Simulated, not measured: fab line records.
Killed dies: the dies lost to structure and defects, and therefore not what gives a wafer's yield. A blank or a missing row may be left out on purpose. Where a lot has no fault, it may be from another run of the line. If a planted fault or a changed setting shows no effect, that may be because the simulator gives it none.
Comparing a struck lot with a sound one + flow n5_finfet + 39 out of 1938 route steps
Sound: these wafers, L789.1, L789.2, L789.4. Struck: wafer L781.2. (L781.5, L781.6 of the same lot were not struck and are left out.) The cause comes at the end.
At each step with rows: each side's tool, then ch and its chambers, then its first start. Under that, the readings that differ: sound wafers + struck wafers + difference of the means + sigmas: that difference in standard deviations of wafers without a fault.
alike: same words and numbers on both sides, and readings whose means sit less than 2 such deviations apart. not compared: any withheld reading, any reading some wafer has no value for, any bound like >300 that may hide the same value, and any number with overlapping values for which the record gives no deviation.
Wherever a step has rows on one side only, a row that says differs or no value, or a row with sigmas, the two part there. Numbers that have no deviation but don't overlap get no sigmas and don't part them. Lack of a reading on every wafer of one side parts them only where that side has two or more wafers.

first, 9 steps without rows for these wafers: N5_MOL_CONTACT_COAG_SPUTTER_130 (material Co, target thk 47.5 nm); N5_MOL_CONTACT_COAG_PRECLEAN_125 (cleans in DIW, time 57.5 s); N5_MOL_CONTACT_COAG_SRD_126 (dry time 32 s); N5_MOL_CONTACT_COAG_CMP_23 (polishes, stops on SiO2, t overpolish 1.5 s, target thk 0 nm); N5_MOL_CONTACT_COAG_WET_ETCH_26 (target Co, target depth 13 nm); N5_MOL_CONTACT_COAG_WET_ETCH_116 (etches the open film in SC1-inhibited, target depth 4.6 nm, rinse time 30 s); N5_MOL_CONTACT_COAG_ALD_27 (deposits SiOC, target thk 17 nm, pulse time 1.5 s, time 2720 s); N5_MOL_CONTACT_COAG_CMP_28 (polishes, stops on SiNx, t overpolish 0.85 s, target thk 14.522 nm); N5_MOL_CONTACT_COAG_ALD_123 (deposits SiNx, target thk 5 nm, pulse time 1 s, purge time 2 s).
N5_MOL_CONTACT_COAG_PECVD_31: deposits SiO2 from TEOS/O2, target thk 46 nm, time 8.9 s.
  sound on pecvd-03 ch 0,1, day 10 07:02; struck on pecvd-01 ch 1, day 8 00:31
| reading                                             | sound                | struck | difference | sigmas |
|-----------------------------------------------------|----------------------|--------|------------|--------|
| susceptor_temp_C (C)                                | 399.74 399.97 400.14 | 393.38 | -6.57      | -29    |
| model.SiO2_of_MOL_CONTACT_COAG_PECVD_31.thk_nm (nm) | 45.2 44.6 45.6       | 47     | +2         |        |
then, 19 steps without rows for these wafers: N5_MOL_CONTACT_COAG_COAT_75 (time 60 s, resist thk 60 nm); N5_MOL_CONTACT_COAG_COAT_76 (time 60 s, resist thk 10 nm); N5_MOL_CONTACT_COAG_COAT_77 (time 60 s, resist thk 10 nm); N5_MOL_CONTACT_COAG_COAT_78 (resist thk 40 nm); N5_MOL_CONTACT_COAG_EBR_80; N5_MOL_CONTACT_COAG_SOFTBAKE_79 (time 60 s); N5_MOL_CONTACT_COAG_EXPOSE_81 (exposes mask VG, defocus 0 nm); N5_MOL_CONTACT_COAG_PEB_82 (peb time 60 s); N5_MOL_CONTACT_COAG_DEVELOP_83 (develop time 30 s); N5_MOL_CONTACT_COAG_DESCUM_88 (chemistry O2, time 7 s); N5_MOL_CONTACT_COAG_ETCH_89 (etches underlayer in N2/H2, target depth 13 nm, time 10.4 s); N5_MOL_CONTACT_COAG_ETCH_90 (etches SiARC in CF4, target depth 13 nm, time 21.7 s); N5_MOL_CONTACT_COAG_ALD_131 (deposits SiO2, target thk 5 nm, pulse time 1 s, co reactant pulse time 1 s); N5_MOL_CONTACT_COAG_ETCHBACK_132 (etches SiO2 in CHF3, target depth 10 nm, time 6.7 s); N5_MOL_CONTACT_COAG_ETCH_91 (etches SOC in N2/H2, target depth 60 nm, overetch 21 nm, time 101.2 s); N5_MOL_CONTACT_COAG_STRIP_92 (strips in N2/H2); N5_MOL_CONTACT_COAG_STRIP_93 (strips in N2/H2); N5_MOL_CONTACT_COAG_ETCHBACK_135 (etches SiO2 in CHF3, target depth 25 nm, time 16.7 s); N5_MOL_CONTACT_COAG_STRIP_118 (strips in CHF3).
N5_MOL_CONTACT_COAG_VIA_ETCH_46: etches SiO2 in C4F6/O2, target depth 46 nm, overetch 9.2 nm, time 40 s.
  sound on rie_diel-02 ch 0,2,3, day 10 07:58; struck on rie_diel-02 ch 1, day 8 02:09
| reading                  | sound            | struck | difference | sigmas |
|--------------------------|------------------|--------|------------|--------|
| model.etch.depth_nm (nm) | 45.2 44.61 45.66 | 46.91  | +1.75      |        |
  alike: O2_flow_sccm, bias_w, drypump_motor_current_A, oes_o_777_au, oes_product_au, rf_vpp_V, showerhead_plenum_p_Torr, throttle_valve_pct
  not compared: rf_hours_counter_h
then, 5 steps without rows for these wafers: N5_MOL_CONTACT_COAG_STRIP_96 (strips in N2/H2); N5_MOL_CONTACT_COAG_ETCH_47 (etches SiNx in CH3F/O2, stops on W, target depth 27 nm); N5_MOL_CONTACT_COAG_STRIP_119 (strips in N2/H2, time 30 s); N5_MOL_CONTACT_COAG_PRECLEAN_144 (cleans in alkaline clean, time 60 s); N5_MOL_CONTACT_COAG_SRD_145 (time 30 s).
N5_MOL_CONTACT_COAG_CMP_52: polishes, stops on SiO2, t overpolish 1.5 s, target thk 66.5 nm.
  sound on cmp-03 ch 0,2,3, day 10 10:12; struck on cmp-04 ch 0, day 8 04:41
| reading                                             | sound          | struck | difference | sigmas |
|-----------------------------------------------------|----------------|--------|------------|--------|
| model.SiO2_of_MOL_CONTACT_COAG_PECVD_31.thk_nm (nm) | 43.2 42.6 43.6 | 44.8   | +1.7       |        |
  alike: motor_current_A, overpolish_run_s, time_to_endpoint_s
N5_MOL_CONTACT_COAG_THK_MEAS_53:
  sound on film_metro-01, day 10 10:29; struck on film_metro-01, day 8 04:55
| reading          | sound          | struck | difference | sigmas |
|------------------|----------------|--------|------------|--------|
| VIA_MOL_THK (nm) | 43.1 42.6 43.6 | 44.9   | +1.8       | +2     |
-- the record jumps here: 3 days lie between the struck wafers' starts before and after (it left off in module MOL_CONTACT_COAG and takes up again in module BEOL_M4, whose first step shown is number 1111 of the route) --
N5_BEOL_M4_RC_MEAS_101:
  sound on prober-02 ch 0, day 13 19:33; struck on prober-02 ch 0, day 11 11:55
  alike: DIBL_N, DIBL_P, IOFF_N, IOFF_P, ION_N, ION_P, SS_N, SS_P, VT_N, VT_P
-- record jumps: 5 days separate the struck wafers' starts on either side; left off in module BEOL_M4, taken up again in module PASSIVATION, whose first shown step is the route's number 1936 --
N5_PASSIVATION_PROBE_49:
  rows exist in the record for the struck wafers here (prober-02, day 16 02:47), but not for the sound ones

## WHERE THEY PART
Last at N5_PASSIVATION_PROBE_49 as far as this record goes, first at N5_MOL_CONTACT_COAG_PECVD_31.

WHY: what the simulator had put in
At N5_MOL_CONTACT_COAG_PECVD_31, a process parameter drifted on pecvd-01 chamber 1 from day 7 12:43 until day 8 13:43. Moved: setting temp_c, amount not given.
